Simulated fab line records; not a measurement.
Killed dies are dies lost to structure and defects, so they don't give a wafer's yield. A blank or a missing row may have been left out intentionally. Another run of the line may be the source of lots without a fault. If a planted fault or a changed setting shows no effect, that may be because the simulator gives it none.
Chamber matching	flow nand_harc	NHARC_THIN_TSV_DEP_47 on pecvd-03 has 3 sister chambers
The step deposits SiO2, target thk 200 nm. 16 wafers are shown with their chamber, then 8 later ones without.

## WAFERS, EACH WITH ITS CHAMBER
wafer	chamber	throttle_valve_pct (%)
L935.1	0	16.4
L935.4	0	16.4
L935.5	1	16.0
L940.3	2	14.5
L940.4	2	14.5
L940.6	0	16.1
L937.1	2	14.6
L937.4	2	14.7
L937.6	2	14.8
L941.2	2	14.5
L941.4	1	15.5
L941.5	2	14.7
L943.2	2	14.6
L943.4	0	16.1
L943.5	1	15.5
L944.3	1	15.3

SIGNATURES, as means of the wafers listed above
reading	chamber 0	chamber 1	chamber 2	scatter within a chamber
throttle_valve_pct	16.250	15.575	14.613	0.185
Rule: a wafer lies at a distance from a chamber equal to the root of the sum of squares, over the readings, of (its reading less the chamber's mean, divided by the reading's scatter). The wafer belongs to the nearest chamber; if the next one is less than 2 further off, it can't be placed. The scatter is the square root of a quotient: the sum, over the shown wafers, of each reading's squared deviation from its chamber's mean, divided by wafers minus chambers.

## WAFERS WHOSE CHAMBER IS MISSING
wafer	throttle_valve_pct (%)
L944.4	16.1
L944.6	14.5
L950.2	15.4
L950.5	14.5
L950.6	16.3
L949.3	16.1
L949.4	16.1
L949.5	14.8

## CHAMBER TAKEN BY EACH
wafer	from the rows above	in truth
L944.4	0	0
L944.6	2	2
L950.2	1	1
L950.5	2	2
L950.6	0	0
L949.3	0	0
L949.4	0	0
L949.5	2	2
Placed correctly: 8 of 8. Can't be placed from these rows: 0. Number placed wrongly: 0.
